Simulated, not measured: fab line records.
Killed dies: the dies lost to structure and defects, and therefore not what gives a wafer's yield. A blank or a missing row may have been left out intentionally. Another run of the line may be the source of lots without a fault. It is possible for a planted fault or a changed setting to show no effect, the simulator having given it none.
Chamber matching :: flow nand harc :: NHARC_A_STAIRCASE_DEP_301 on pecvd-01: 3 sister chambers
The step deposits SiON, target thk 30 nm. 6 wafers are shown with their chamber, then 11 later ones without.

== WAFERS WITH THEIR CHAMBER ==
wafer: L079.5
chamber: 0
heater power w (W): 648
rf fwd power W (W): 349.8

wafer: L080.1
chamber: 0
heater power w (W): 704
rf fwd power W (W): 346.5

wafer: L081.2
chamber: 1
heater power w (W): 855
rf fwd power W (W): 349.1

wafer: L087.2
chamber: 1
heater power w (W): 936
rf fwd power W (W): 345.7

wafer: L087.4
chamber: 2
heater power w (W): 876
rf fwd power W (W): 347.7

wafer: L092.2
chamber: 2
heater power w (W): 891
rf fwd power W (W): 348.6

== WAFERS WITHOUT THEIR CHAMBER ==
wafer: L092.4
heater power w (W): 718
rf fwd power W (W): 348.3

wafer: L092.6
heater power w (W): 938
rf fwd power W (W): 349.6

wafer: L094.2
heater power w (W): 897
rf fwd power W (W): 348.1

wafer: L094.5
heater power w (W): 717
rf fwd power W (W): 349.1

wafer: L094.6
heater power w (W): 908
rf fwd power W (W): 349.1

wafer: L093.1
heater power w (W): 906
rf fwd power W (W): 348.8

wafer: L093.5
heater power w (W): 645
rf fwd power W (W): 349.3

wafer: L093.6
heater power w (W): 887
rf fwd power W (W): 349.6

wafer: L097.1
heater power w (W): 676
rf fwd power W (W): 347.2

wafer: L097.2
heater power w (W): 881
rf fwd power W (W): 348.7

wafer: L097.6
heater power w (W): 682
rf fwd power W (W): 349.0

== WHICH CHAMBER EACH ONE RAN IN ==
wafer: L092.4
from the rows above: 0
in truth: 0

wafer: L092.6
from the rows above: can't be placed: 2 or 1
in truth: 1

wafer: L094.2
from the rows above: can't be placed: 2 or 1
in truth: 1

wafer: L094.5
from the rows above: 0
in truth: 0

wafer: L094.6
from the rows above: can't be placed: 2 or 1
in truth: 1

wafer: L093.1
from the rows above: can't be placed: 2 or 1
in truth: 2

wafer: L093.5
from the rows above: 0
in truth: 0

wafer: L093.6
from the rows above: can't be placed: 2 or 1
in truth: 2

wafer: L097.1
from the rows above: 0
in truth: 0

wafer: L097.2
from the rows above: can't be placed: 2 or 1
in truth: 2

wafer: L097.6
from the rows above: 0
in truth: 0
Correctly placed: 5 of 11. From these rows, 6 cannot be placed; in 6 the true chamber is one of the candidates. Placed wrongly: 0.
How it was worked out, from the rows above alone: a wafer's distance from a chamber is the root of the sum, over the readings, of the square of ((its reading less the chamber's mean) divided by the reading's scatter). The wafer belongs to the nearest chamber; if the next one is less than 2 further off, it can't be placed. The mean given for a chamber averages the wafers shown for that chamber. The scatter: the root of (the sum of the squares of (reading less its chamber's mean) over the shown wafers, divided by (wafers less chambers)).
